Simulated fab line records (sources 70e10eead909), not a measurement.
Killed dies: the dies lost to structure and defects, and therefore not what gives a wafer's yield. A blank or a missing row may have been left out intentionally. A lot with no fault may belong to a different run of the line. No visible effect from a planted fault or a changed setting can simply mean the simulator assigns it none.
fab line records	flow nand-harc
[record] lots = 24	wafers = 72	last-day = 24
route steps=1159 shown A_CHANNEL_HOLE_D1@464 A_STAIRCASE@548
lots with no fault: from the same line, run without faults
start-h: hours from the record's first day to the start of the lot's first wafer shown	wait-h: how many hours have passed since the lot's step before this one	" the same as in the row above	L1.1+2: several wafers, shown together as one row	- no value present, or no start provided	* or withheld: withheld	< > ~ a bound
route shown NAME@n: NAME is a module with steps in the file, n the number in the route of the first one	usual: mean/standard deviation taken from wafers without a fault	same: alike in all rows	chamber/n: place in a boat	sites: the reading at each site	_std_site: standard deviation across them	_edge_site: mean of outer sites minus mean of inner sites	radius-mm: how far each site lies from the wafer's centre	mask NAME#n: copy n	behind: the most recent tool/chamber to have shaped the wafer	hold: what put the lot on hold/how long, in hours/how the hold closed	device: transistor that didn't switch, given as n, p or np	end of line: tests run on the same wafers once the route is complete	a step with no rows: only its recipe	killed: at the first sort, the dies lost to defects and structure; wafer yield is something else	map: a wafer's dies, marking killed ones x, the rest . and places with no die _
set.NAME: the setting the step ran with; set.NAME@STEP: the setting that earlier step ran with	model.NAME: the simulator's own value behind a step, which no gauge read
a sample of lots followed through the steps of the route, with each step as a table and each wafer as a row
services: when a tool's chamber went out of use (start-h, in hours from the record's first day, below 0 if earlier), for how many hours, and the reason
[[steps]]
[step NHARC_A_CHANNEL_HOLE_D1_INSPECT_12]
[usual] raw-defect-count = 5.8/2.7
lot.wafer	tool	chamber	start-h	wait-h	raw-defect-count
L074.2	defect-inspect-02	-	182.16	0.0	3
L074.3	"	-	"	"	4
L074.6	"	-	"	"	4
L075.3	defect-inspect-02	-	188.66	0.0	6
L075.4	"	-	"	"	7
L075.5	"	-	"	"	5
L076.2	defect-inspect-02	-	189.28	0.0	4
L076.5	"	-	"	"	7
L076.6	"	-	"	"	3
L080.1	defect-inspect-01	-	198.07	0.0	6
L080.5	"	-	"	"	7
L080.6	"	-	"	"	13
L077.3	defect-inspect-02	-	198.39	0.0	6
L077.5	"	-	"	"	8
L077.6	"	-	"	"	7
L078.3	defect-inspect-02	-	198.57	0.0	4
L078.4	"	-	"	"	9
L078.5	"	-	"	"	5
L079.2	defect-inspect-02	-	202.49	0.0	4
L079.3	"	-	"	"	4
L079.6	"	-	"	"	6
L081.1	defect-inspect-01	-	212.99	0.0	8
L081.2	"	-	"	"	1
L081.6	"	-	"	"	6
L083.2	defect-inspect-01	-	222.56	0.0	7
L083.3	"	-	"	"	6
L083.4	"	-	"	"	7
L082.2	defect-inspect-01	-	227.26	0.0	5
L082.4	"	-	"	"	6
L082.6	"	-	"	"	2
L084.1	defect-inspect-01	-	242.19	0.0	8
L084.5	"	-	"	"	5
L084.6	"	-	"	"	10
L087.2	defect-inspect-02	-	250.41	0.0	5
L087.3	"	-	"	"	9
L087.5	"	-	"	"	6
L086.2	defect-inspect-01	-	251.28	0.0	3
L086.3	"	-	"	"	11
L086.5	"	-	"	"	9
L085.1	defect-inspect-01	-	251.87	0.0	4
L085.5	"	-	"	"	1
L085.6	"	-	"	"	4
L089.2	defect-inspect-02	-	267.75	0.0	6
L089.3	"	-	"	"	3
L089.5	"	-	"	"	12
L088.2	defect-inspect-02	-	268.33	0.0	10
L088.4	"	-	"	"	4
L088.5	"	-	"	"	2
L091.1	defect-inspect-02	-	271.00	0.0	9
L091.5	"	-	"	"	12
L091.6	"	-	"	"	6
L090.1	defect-inspect-02	-	271.49	0.0	6
L090.3	"	-	"	"	3
L090.5	"	-	"	"	5
L093.2	defect-inspect-01	-	279.00	0.0	7
L093.3	"	-	"	"	1
L093.6	"	-	"	"	8
L092.1	defect-inspect-02	-	280.40	0.0	5
L092.4	"	-	"	"	3
L092.6	"	-	"	"	1
L094.1	defect-inspect-01	-	291.97	0.0	8
L094.3	"	-	"	"	4
L094.5	"	-	"	"	10
L096.1	defect-inspect-01	-	296.31	0.0	6
L096.2	"	-	"	"	6
L096.3	"	-	"	"	10
L095.3	defect-inspect-02	-	297.22	0.0	6
L095.5	"	-	"	"	8
L095.6	"	-	"	"	5
L097.2	defect-inspect-01	-	315.82	0.0	7
L097.3	"	-	"	"	3
L097.5	"	-	"	"	7
[step NHARC_A_CHANNEL_HOLE_D1_ETCH_25]
[recipe] bias-v = 5000	source-w = withheld	pressure-mtorr = 20	time-s = 1040.2	ar-flow-sccm = 375	c4f8-flow-sccm = 93.8	o2-flow-sccm = 31.2	temp-c = -20	target-depth-a = 15000	chemistry = C4F8/O2/Ar
[usual] c4f8-flow-sccm = 93.80/0.28	drypump-motor-current-A = 5.8/0.38	showerhead-plenum-p-Torr = 3.61/0.11	throttle-valve-pct = 32.236/0.0095
lot.wafer	tool	chamber	start-h	wait-h	c4f8-flow-sccm	drypump-motor-current-A	rf-hours-counter-h	showerhead-plenum-p-Torr	throttle-valve-pct
L074.2	har-etch-02	1	186.67	0.7	93.40	6.2	100	3.56	32.221
L074.3	"	0	"	"	93.91	5.9	-	3.56	32.247
L074.6	"	1	"	"	93.88	6.2	-	3.56	32.229
L075.4	har-etch-01	1	193.10	0.7	92.94	5.2	-	3.61	32.247
L075.3	"	0	"	"	93.99	5.6	-	3.82	32.228
L075.5	"	1	"	"	93.52	5.2	-	3.61	32.227
L076.2	har-etch-02	1	193.43	0.6	94.15	6.2	105	3.55	32.242
L076.5	"	1	"	"	93.90	6.2	-	3.55	32.252
L076.6	"	0	"	"	94.33	5.9	-	3.56	32.225
L080.1	har-etch-01	1	202.38	0.7	93.95	5.2	202	3.60	32.246
L080.6	"	0	"	"	93.88	5.7	-	3.81	32.238
L080.5	"	1	"	"	93.73	5.2	-	3.60	32.246
L077.3	har-etch-02	1	203.13	0.7	93.96	6.2	-	3.55	32.225
L077.5	"	0	"	"	93.87	5.8	-	3.55	32.244
L077.6	"	1	"	"	93.95	6.2	-	3.55	32.237
L078.4	har-etch-01	1	206.69	0.7	93.96	5.2	-	3.60	32.247
L078.3	"	0	"	"	93.57	5.6	-	3.81	32.231
L078.5	"	1	"	"	93.85	5.2	-	3.60	32.248
L079.2	har-etch-02	1	207.01	0.7	93.49	6.2	113	3.55	32.224
L079.3	"	1	"	"	93.80	6.2	-	3.55	32.232
L079.6	"	0	"	"	93.97	5.9	-	3.55	32.241
L081.1	har-etch-01	0	217.14	0.6	93.84	5.7	212	3.81	32.221
L081.2	"	1	"	"	93.93	5.2	212	3.60	32.239
L081.6	"	1	"	"	94.22	5.1	-	3.60	32.217
L083.2	har-etch-02	0	226.69	0.6	93.69	5.8	120	3.55	32.252
L083.3	"	0	"	"	93.69	5.8	-	3.55	32.240
L083.4	"	1	"	"	93.57	6.2	-	3.55	32.236
L082.2	har-etch-01	1	231.55	0.7	93.09	5.2	218	3.59	32.232
L082.4	"	0	"	"	93.71	5.7	-	3.80	32.230
L082.6	"	0	"	"	93.87	5.7	-	3.80	32.234
L084.1	har-etch-02	0	246.49	0.7	93.59	5.8	126	3.55	32.239
L084.5	"	1	"	"	94.22	6.2	-	3.54	32.242
L084.6	"	0	"	"	94.05	5.8	-	3.55	32.234
L087.2	har-etch-01	1	254.59	0.6	93.77	5.1	227	3.59	32.235
L087.3	"	1	"	"	93.80	5.1	-	3.59	32.243
L087.5	"	0	"	"	93.67	5.7	-	3.80	32.252
L086.2	har-etch-02	0	255.44	0.6	93.58	5.8	131	3.54	32.233
L086.3	"	1	"	"	93.32	6.2	-	3.54	32.247
L086.5	"	1	"	"	93.40	6.2	-	3.54	32.232
L085.1	har-etch-01	1	258.74	0.6	93.85	5.2	231	3.59	32.238
L085.6	"	1	"	"	93.45	5.1	-	3.59	32.247
L085.5	"	0	"	"	93.40	5.6	-	3.80	32.226
L089.2	har-etch-01	1	272.03	0.7	93.62	5.2	236	3.59	32.243
L089.3	"	0	"	"	94.11	5.7	-	3.79	32.227
L089.5	"	0	"	"	94.25	5.7	-	3.79	32.237
L088.2	har-etch-02	1	272.61	0.7	94.10	6.2	138	3.54	32.233
L088.4	"	1	"	"	93.80	6.2	-	3.54	32.225
L088.5	"	1	"	"	93.94	6.2	-	3.54	32.236
L091.1	har-etch-01	0	276.21	0.7	94.06	5.6	240	3.79	32.239
L091.5	"	1	"	"	93.50	5.2	-	3.58	32.241
L091.6	"	0	"	"	93.55	5.6	-	3.79	32.240
L090.1	har-etch-02	1	276.64	0.6	93.99	6.2	142	3.54	32.232
L090.3	"	1	"	"	93.81	6.2	-	3.54	32.252
L090.5	"	1	"	"	94.30	6.2	-	3.54	32.222
L093.2	har-etch-01	0	283.30	0.7	93.69	5.6	244	3.79	32.243
L093.3	"	1	"	"	93.62	5.2	-	3.58	32.226
L093.6	"	1	"	"	94.13	5.2	-	3.58	32.245
L092.1	har-etch-02	1	284.67	0.7	94.24	6.2	146	3.53	32.232
L092.4	"	0	"	"	93.93	5.8	-	3.54	32.226
L092.6	"	1	"	"	94.42	6.2	-	3.53	32.245
L094.1	har-etch-02	0	296.27	0.7	93.82	5.9	151	3.53	32.225
L094.3	"	1	"	"	94.15	6.2	-	3.53	32.222
L094.5	"	0	"	"	93.97	5.8	-	3.53	32.215
L096.1	har-etch-01	1	300.47	0.6	93.73	5.2	251	3.58	32.235
L096.2	"	0	"	"	93.62	5.6	251	3.79	32.233
L096.3	"	0	"	"	94.10	5.6	-	3.79	32.247
L095.3	har-etch-02	1	301.63	0.7	93.46	6.2	-	3.53	32.241
L095.5	"	1	"	"	93.58	6.2	-	3.53	32.240
L095.6	"	0	"	"	93.43	5.8	-	3.53	32.220
L097.2	har-etch-02	1	322.38	0.7	93.71	6.2	166	3.52	32.244
L097.3	"	0	"	"	93.67	5.9	-	3.52	32.232
L097.5	"	1	"	"	93.24	6.2	-	3.52	32.236
[step NHARC_A_STAIRCASE_TRIM_12]
[recipe] time-s = 211.2	o2-flow-sccm = 500	ar-flow-sccm = 0	bias-w = 0	chemistry = O2
[usual] drypump-motor-current-A = 5.6/0.53	oes-product-au = 1.003/0.0065	rf-vpp-V = 57.7/0.94	showerhead-plenum-p-Torr = 3.53/0.18	throttle-valve-pct = 17.037/0.0091
lot.wafer	tool	chamber	start-h	wait-h	drypump-motor-current-A	oes-product-au	rf-hours-counter-h	rf-vpp-V	showerhead-plenum-p-Torr	throttle-valve-pct
L074.2	rie-diel-10	0	246.09	0.1	5.6	1.009	27	58.0	3.44	17.023
L074.3	"	1	"	"	5.9	1.001	24	57.5	3.34	17.035
L074.6	"	0	"	"	5.6	1.011	-	55.8	3.45	17.031
L075.3	rie-diel-10	3	250.28	0.1	5.0	1.003	21	57.3	3.48	17.024
L075.4	"	0	"	"	5.6	1.011	28	58.0	3.44	17.049
L075.5	"	2	"	"	5.3	1.002	-	56.0	3.35	17.032
L076.2	rie-diel-10	2	250.84	0.1	5.3	0.996	25	56.7	3.35	17.030
L076.6	"	3	"	"	5.0	0.995	-	58.3	3.48	17.029
L076.5	"	0	"	"	5.6	1.004	-	58.6	3.44	17.029
L079.3	rie-diel-10	3	257.48	0.1	5.0	0.999	23	56.0	3.48	17.044
L079.2	"	0	"	"	5.6	1.014	30	58.1	3.44	17.034
L079.6	"	1	"	"	5.8	1.012	-	57.2	3.34	17.012
L077.3	rie-diel-12	2	258.13	0.5	4.9	1.004	14	58.4	3.30	17.043
L077.5	"	1	"	"	5.2	1.004	-	58.1	3.70	17.045
L077.6	"	2	"	"	4.8	0.999	-	56.4	3.30	17.037
L078.3	rie-diel-12	2	261.11	0.1	4.8	0.998	15	57.5	3.30	17.023
L078.4	"	3	"	"	5.4	1.009	17	59.1	3.80	17.017
L078.5	"	2	"	"	4.9	0.998	-	57.6	3.30	17.037
L080.1	rie-diel-12	0	261.46	0.1	5.6	0.995	19	58.0	3.80	17.046
L080.6	"	2	"	"	4.8	1.000	-	57.1	3.30	17.038
L080.5	"	3	"	"	5.4	1.004	-	57.5	3.80	17.037
L081.1	rie-diel-12	1	275.02	0.1	5.2	1.001	24	56.7	3.70	17.038
L081.2	"	2	"	"	4.8	0.995	23	56.9	3.30	17.039
L081.6	"	2	"	"	4.8	0.989	-	57.1	3.30	17.034
L083.2	rie-diel-12	0	288.42	0.1	5.6	1.001	30	58.9	3.79	17.035
L083.3	"	3	"	"	5.4	1.013	27	59.5	3.79	17.042
L083.4	"	1	"	"	5.3	1.010	-	57.8	3.69	17.035
L082.2	rie-diel-12	1	288.74	0.1	5.2	0.994	29	58.4	3.69	17.030
L082.6	"	0	"	"	5.5	0.991	-	58.7	3.79	17.016
L082.4	"	1	"	"	5.2	1.002	-	57.8	3.69	17.046
L084.1	rie-diel-12	2	301.17	0.1	4.8	1.006	30	58.4	3.29	17.050
L084.5	"	1	"	"	5.2	1.014	-	58.5	3.69	17.044
L084.6	"	2	"	"	4.9	1.008	-	55.8	3.29	17.029
L085.1	rie-diel-01	3	310.50	0.2	6.3	1.008	57	58.4	3.68	17.020
L085.5	"	0	"	"	6.3	1.013	-	57.4	3.29	17.043
L085.6	"	1	"	"	5.7	0.996	-	58.9	3.57	17.035
L087.2	rie-diel-01	3	310.56	0.2	6.2	1.002	57	58.4	3.68	17.036
L087.3	"	1	"	"	5.7	0.995	56	57.8	3.57	17.029
L087.5	"	3	"	"	6.2	1.001	-	57.0	3.68	17.032
L086.2	rie-diel-01	2	310.63	0.2	6.6	0.992	57	57.4	3.52	17.032
L086.3	"	1	"	"	5.7	0.989	56	57.3	3.57	17.041
L086.5	"	2	"	"	6.6	0.986	-	59.4	3.52	17.025
L088.4	rie-diel-10	3	326.04	0.1	5.0	1.001	42	57.1	3.47	17.031
L088.2	"	1	"	"	5.8	1.007	54	58.6	3.32	17.044
L088.5	"	0	"	"	5.6	1.005	-	55.5	3.43	17.035
L089.3	rie-diel-12	2	326.40	0.1	4.8	0.999	38	56.9	3.29	17.025
L089.2	"	3	"	"	5.4	0.990	41	58.2	3.78	17.053
L089.5	"	3	"	"	5.4	1.002	-	58.4	3.78	17.033
L090.3	rie-diel-10	2	331.79	0.2	5.3	1.000	55	57.3	3.34	17.020
L090.1	"	3	"	"	5.0	1.012	46	59.6	3.47	17.054
L090.5	"	2	"	"	5.3	1.004	-	56.9	3.34	17.031
L091.1	rie-diel-10	2	332.06	0.2	5.3	0.997	55	58.3	3.34	17.032
L091.5	"	3	"	"	5.0	1.002	-	57.8	3.47	17.025
L091.6	"	0	"	"	5.6	1.010	-	57.7	3.43	17.051
L093.3	rie-diel-01	3	337.64	0.2	6.3	1.007	7	58.2	3.68	17.026
L093.2	"	1	"	"	5.7	1.015	6	57.3	3.56	17.020
L093.6	"	2	"	"	6.7	0.993	-	57.2	3.51	17.037
L092.1	rie-diel-10	0	337.76	0.1	5.6	1.007	59	57.6	3.43	17.023
L092.4	"	3	"	"	5.0	1.004	49	56.6	3.47	17.040
L092.6	"	1	"	"	5.9	1.000	-	57.0	3.32	17.037
L094.1	rie-diel-01	1	352.45	0.2	5.7	1.012	12	58.8	3.56	17.028
L094.3	"	2	"	"	6.6	0.997	11	58.2	3.51	17.029
L094.5	"	2	"	"	6.6	1.003	-	57.9	3.51	17.049
L095.3	rie-diel-12	1	353.40	0.2	5.2	1.006	55	56.6	3.68	17.036
L095.6	"	3	"	"	5.4	1.002	-	59.2	3.78	17.019
L095.5	"	0	"	"	5.6	0.995	-	57.7	3.78	17.047
L096.2	rie-diel-01	0	354.11	1.5	6.4	0.995	14	57.9	3.28	17.039
L096.1	"	1	"	"	5.7	1.002	14	58.2	3.56	17.038
L096.3	"	2	"	"	6.7	1.002	13	57.4	3.51	17.040
L097.3	rie-diel-01	3	381.93	0.1	6.3	0.996	25	56.2	3.67	17.031
L097.2	"	0	"	"	6.3	0.997	26	56.7	3.27	17.027
L097.5	"	1	"	"	5.7	1.015	-	57.1	3.55	17.042
[step NHARC_A_STAIRCASE_ETCH_13]
[recipe] target-depth-a = 1000	time-s = 40.5	ion-energy-ev = 400	c4f8-flow-sccm = 20	o2-flow-sccm = 10	ar-flow-sccm = withheld	rf-w = 600	bias-w = 1000	chemistry = C4F8/O2
[usual] oes-product-au = 0.935/0.011	rf-vpp-V = 896/6.6
lot.wafer	tool	chamber	start-h	wait-h	oes-product-au	rf-hours-counter-h	rf-vpp-V
L074.2	rie-diel-10	0	-	-	0.932	27	894
L074.3	"	2	"	"	0.943	23	890
L074.6	"	0	"	"	0.951	-	893
L075.3	rie-diel-10	3	-	-	0.957	21	895
L075.4	"	2	"	"	0.946	24	888
L075.5	"	0	"	"	0.980	-	894
L076.2	rie-diel-10	2	-	-	0.932	25	889
L076.6	"	1	"	"	0.938	-	889
L076.5	"	2	"	"	0.925	-	890
L079.2	rie-diel-10	1	-	-	0.927	27	889
L079.3	"	3	"	"	0.931	23	894
L079.6	"	1	"	"	0.933	-	890
L077.3	rie-diel-12	2	-	-	0.932	14	887
L077.5	"	3	"	"	0.942	-	906
L077.6	"	0	"	"	0.958	-	905
L078.3	rie-diel-12	3	-	-	0.926	17	906
L078.4	"	1	"	"	0.931	18	902
L078.5	"	3	"	"	0.942	-	907
L080.1	rie-diel-12	1	-	-	0.932	18	900
L080.5	"	2	"	"	0.919	-	887
L080.6	"	3	"	"	0.941	-	906
L081.2	rie-diel-12	1	-	-	0.947	25	902
L081.1	"	2	"	"	0.946	23	888
L081.6	"	1	"	"	0.946	-	902
L083.3	rie-diel-12	0	-	-	0.938	30	904
L083.2	"	3	"	"	0.941	28	904
L083.4	"	1	"	"	0.947	-	902
L082.2	rie-diel-12	0	-	-	0.930	30	905
L082.6	"	3	"	"	0.934	-	907
L082.4	"	1	"	"	0.935	-	902
L084.1	rie-diel-12	0	-	-	0.938	34	905
L084.5	"	3	"	"	0.931	-	906
L084.6	"	0	"	"	0.934	-	906
L085.1	rie-diel-01	1	-	-	0.921	56	897
L085.6	"	1	"	"	0.919	-	897
L085.5	"	2	"	"	0.926	-	895
L087.3	rie-diel-01	3	-	-	0.936	57	902
L087.2	"	0	"	"	0.939	56	888
L087.5	"	0	"	"	0.933	-	887
L086.3	rie-diel-01	2	-	-	0.933	57	896
L086.2	"	3	"	"	0.931	57	902
L086.5	"	3	"	"	0.943	-	902
L088.2	rie-diel-10	0	-	-	0.950	54	892
L088.4	"	1	"	"	0.948	54	888
L088.5	"	1	"	"	0.946	-	888
L089.3	rie-diel-12	1	-	-	0.920	42	902
L089.2	"	2	"	"	0.919	38	888
L089.5	"	1	"	"	0.914	-	903
L090.3	rie-diel-10	3	-	-	0.926	46	894
L090.1	"	1	"	"	0.924	57	888
L090.5	"	2	"	"	0.922	-	889
L091.1	rie-diel-10	2	-	-	0.920	56	888
L091.5	"	3	"	"	0.927	-	894
L091.6	"	0	"	"	0.936	-	893
L093.3	rie-diel-01	1	-	-	0.948	6	896
L093.2	"	2	"	"	0.941	5	894
L093.6	"	1	"	"	0.950	-	897
L092.4	rie-diel-10	3	-	-	0.929	49	894
L092.1	"	1	"	"	0.948	60	890
L092.6	"	2	"	"	0.937	-	889
L094.1	rie-diel-01	1	-	-	0.929	12	896
L094.3	"	0	"	"	0.926	13	887
L094.5	"	2	"	"	0.938	-	895
L095.3	rie-diel-12	2	-	-	0.922	50	888
L095.5	"	0	"	"	0.925	-	903
L095.6	"	1	"	"	0.920	-	902
L096.3	rie-diel-01	3	-	-	0.928	14	901
L096.2	"	0	"	"	0.921	15	887
L096.1	"	2	"	"	0.920	13	897
L097.2	rie-diel-01	1	-	-	0.942	25	897
L097.3	"	2	"	"	0.941	24	896
L097.5	"	3	"	"	0.939	-	901
[step NHARC_A_STAIRCASE_ETCH_194]
[recipe] target-depth-a = 1000	time-s = 40.5	ion-energy-ev = 400	c4f8-flow-sccm = 20	o2-flow-sccm = 10	ar-flow-sccm = withheld	rf-w = 600	bias-w = 1000	chemistry = C4F8/O2
[usual] oes-product-au = 0.941/0.0084	rf-vpp-V = 895/6.8
lot.wafer	tool	chamber	start-h	wait-h	oes-product-au	rf-hours-counter-h	rf-vpp-V
L074.3	rie-diel-12	3	-	-	0.943	13	906
L074.2	"	0	"	"	0.941	15	906
L074.6	"	3	"	"	0.942	-	907
L075.3	rie-diel-01	3	-	-	0.935	36	902
L075.4	"	2	"	"	0.942	38	896
L075.5	"	3	"	"	0.940	-	902
L076.2	rie-diel-01	3	-	-	0.938	36	901
L076.6	"	0	"	"	0.946	-	888
L076.5	"	1	"	"	0.940	-	898
L079.2	rie-diel-10	1	-	-	0.933	30	888
L079.3	"	0	"	"	0.938	32	893
L079.6	"	2	"	"	0.935	-	890
L077.3	rie-diel-12	2	-	-	0.949	17	886
L077.5	"	0	"	"	0.942	-	906
L077.6	"	1	"	"	0.937	-	902
L080.1	rie-diel-12	1	-	-	0.939	21	902
L080.6	"	0	"	"	0.944	-	906
L080.5	"	1	"	"	0.934	-	902
L078.4	rie-diel-10	2	-	-	0.930	32	889
L078.3	"	3	"	"	0.932	23	894
L078.5	"	3	"	"	0.926	-	894
L081.2	rie-diel-10	2	-	-	0.945	36	889
L081.1	"	0	"	"	0.942	39	893
L081.6	"	2	"	"	0.937	-	889
L083.3	rie-diel-01	1	-	-	0.937	53	898
L083.2	"	3	"	"	0.950	52	902
L083.4	"	0	"	"	0.948	53	888
L082.4	rie-diel-12	0	-	-	0.942	32	906
L082.2	"	1	"	"	0.955	32	902
L082.6	"	3	"	"	0.955	-	906
L084.1	rie-diel-10	1	-	-	0.950	45	888
L084.5	"	0	"	"	0.955	-	893
L084.6	"	1	"	"	0.940	-	889
L085.1	rie-diel-10	3	-	-	0.937	39	895
L085.6	"	1	"	"	0.939	-	890
L085.5	"	2	"	"	0.933	-	889
L087.3	rie-diel-12	0	-	-	0.943	40	904
L087.2	"	1	"	"	0.938	39	901
L087.5	"	3	"	"	0.946	-	905
L086.2	rie-diel-10	0	-	-	0.933	51	892
L086.3	"	3	"	"	0.929	39	893
L086.5	"	1	"	"	0.944	-	887
L089.2	rie-diel-12	3	-	-	0.946	46	905
L089.3	"	0	"	"	0.938	48	905
L089.5	"	0	"	"	0.945	-	904
L088.2	rie-diel-10	1	-	-	0.929	59	888
L088.4	"	2	"	"	0.931	56	890
L088.5	"	1	"	"	0.929	-	890
L090.3	rie-diel-10	0	-	-	0.944	59	893
L090.1	"	2	"	"	0.955	58	889
L090.5	"	1	"	"	0.956	-	889
L091.1	rie-diel-12	1	-	-	0.953	47	901
L091.5	"	0	"	"	0.937	-	905
L091.6	"	1	"	"	0.954	-	901
L093.2	rie-diel-10	2	-	-	0.946	61	890
L093.3	"	3	"	"	0.934	52	895
L093.6	"	0	"	"	0.956	-	894
L092.4	rie-diel-01	0	-	-	0.933	10	888
L092.1	"	3	"	"	0.948	9	903
L092.6	"	1	"	"	0.954	-	896
L095.3	rie-diel-12	3	-	-	0.940	55	907
L095.6	"	2	"	"	0.931	-	889
L095.5	"	3	"	"	0.939	-	904
L094.1	rie-diel-01	0	-	-	0.935	18	887
L094.3	"	2	"	"	0.940	17	896
L094.5	"	0	"	"	0.939	-	888
L096.1	rie-diel-12	2	-	-	0.934	53	886
L096.3	"	3	"	"	0.932	56	905
L096.2	"	1	"	"	0.936	57	901
L097.2	rie-diel-01	2	-	-	0.943	28	896
L097.3	"	3	"	"	0.940	29	900
L097.5	"	1	"	"	0.956	-	897
[step NHARC_A_STAIRCASE_ETCH_203]
[recipe] target-depth-a = 1000	time-s = 40.5	ion-energy-ev = 400	c4f8-flow-sccm = 20	o2-flow-sccm = 10	ar-flow-sccm = withheld	rf-w = 600	bias-w = 1000	chemistry = C4F8/O2
[usual] oes-product-au = 0.942/0.0083	rf-vpp-V = 896/6.5
lot.wafer	tool	chamber	start-h	wait-h	oes-product-au	rf-hours-counter-h	rf-vpp-V
L074.2	rie-diel-01	2	-	-	0.948	36	895
L074.3	"	0	"	"	0.949	36	886
L074.6	"	2	"	"	0.946	-	895
L075.3	rie-diel-12	3	-	-	0.945	15	905
L075.4	"	2	"	"	0.930	13	888
L075.5	"	3	"	"	0.935	-	905
L076.2	rie-diel-01	0	-	-	0.932	38	888
L076.5	"	1	"	"	0.956	-	898
L076.6	"	2	"	"	0.950	-	896
L079.2	rie-diel-12	2	-	-	0.932	17	888
L079.3	"	3	"	"	0.941	18	906
L079.6	"	1	"	"	0.940	-	903
L077.3	rie-diel-12	0	-	-	0.942	21	905
L077.6	"	1	"	"	0.929	-	901
L077.5	"	2	"	"	0.940	-	886
L080.1	rie-diel-10	3	-	-	0.935	24	894
L080.6	"	3	"	"	0.944	-	893
L080.5	"	0	"	"	0.945	-	893
L078.4	rie-diel-12	3	-	-	0.939	21	905
L078.3	"	0	"	"	0.933	23	906
L078.5	"	2	"	"	0.941	-	886
L081.1	rie-diel-10	1	-	-	0.944	39	889
L081.2	"	2	"	"	0.945	37	889
L081.6	"	3	"	"	0.939	-	894
L083.3	rie-diel-10	2	-	-	0.935	41	889
L083.2	"	3	"	"	0.937	33	894
L083.4	"	3	"	"	0.947	-	895
L082.2	rie-diel-01	1	-	-	0.937	53	898
L082.4	"	3	"	"	0.942	53	902
L082.6	"	0	"	"	0.942	-	886
L084.1	rie-diel-10	2	-	-	0.948	44	890
L084.6	"	2	"	"	0.957	-	888
L084.5	"	3	"	"	0.946	-	893
L085.1	rie-diel-10	0	-	-	0.956	51	892
L085.5	"	0	"	"	0.943	-	893
L085.6	"	1	"	"	0.933	-	890
L086.2	rie-diel-12	2	-	-	0.954	36	887
L086.3	"	0	"	"	0.952	40	905
L086.5	"	3	"	"	0.948	-	905
L087.3	rie-diel-10	2	-	-	0.953	48	890
L087.2	"	3	"	"	0.948	40	894
L087.5	"	3	"	"	0.958	-	894
L089.2	rie-diel-12	2	-	-	0.935	42	888
L089.3	"	1	"	"	0.926	46	903
L089.5	"	2	"	"	0.924	-	887
L088.2	rie-diel-10	2	-	-	0.943	57	889
L088.4	"	3	"	"	0.937	48	894
L088.5	"	2	"	"	0.938	-	888
L090.1	rie-diel-01	0	-	-	0.932	8	887
L090.3	"	2	"	"	0.935	6	895
L090.5	"	1	"	"	0.948	-	898
L091.1	rie-diel-12	1	-	-	0.936	48	903
L091.6	"	3	"	"	0.945	-	905
L091.5	"	0	"	"	0.950	-	906
L093.2	rie-diel-10	0	-	-	0.953	63	893
L093.3	"	3	"	"	0.942	52	894
L093.6	"	1	"	"	0.953	-	888
L092.1	rie-diel-01	1	-	-	0.953	9	898
L092.4	"	0	"	"	0.949	11	887
L092.6	"	2	"	"	0.934	-	898
L095.3	rie-diel-01	1	-	-	0.941	18	897
L095.6	"	1	"	"	0.933	-	897
L095.5	"	2	"	"	0.943	-	896
L094.1	rie-diel-12	2	-	-	0.928	53	887
L094.3	"	3	"	"	0.946	56	905
L094.5	"	1	"	"	0.930	-	901
L096.1	rie-diel-01	2	-	-	0.955	17	896
L096.2	"	3	"	"	0.945	18	900
L096.3	"	0	"	"	0.942	19	886
L097.3	rie-diel-01	1	-	-	0.946	29	897
L097.2	"	2	"	"	0.941	29	896
L097.5	"	2	"	"	0.934	-	896
[[services]]
tool	chamber	start-h	hours	kind
rie-diel-10	-	177.21	9.0	pm
rie-diel-12	0	182.02	-	clean
rie-diel-12	1	182.02	-	clean
rie-diel-12	2	182.02	-	clean
rie-diel-12	3	182.02	-	clean
rie-diel-10	3	190.81	8.8	repair
rie-diel-12	-	202.42	9.0	pm
rie-diel-12	0	202.42	9.0	vent-cycle
rie-diel-12	1	202.42	9.0	vent-cycle
rie-diel-12	2	202.42	9.0	vent-cycle
rie-diel-12	3	202.42	9.0	vent-cycle
rie-diel-12	0	211.42	-	clean
rie-diel-12	0	211.42	-	consumable-replace:focus-ring
rie-diel-12	0	211.42	-	consumable-replace:showerhead
rie-diel-12	1	211.42	-	clean
rie-diel-12	2	285.43	4.8	repair
har-etch-01	-	305.08	17.0	pm
rie-diel-01	-	314.99	9.0	pm
rie-diel-12	3	334.04	1.7	repair
rie-diel-10	-	354.21	9.0	pm
rie-diel-10	0	368.20	1.4	repair
rie-diel-01	-	370.63	0.4	repair
rie-diel-12	-	379.62	9.0	pm
har-etch-02	-	386.31	25.6	repair
[[key]]
fault none
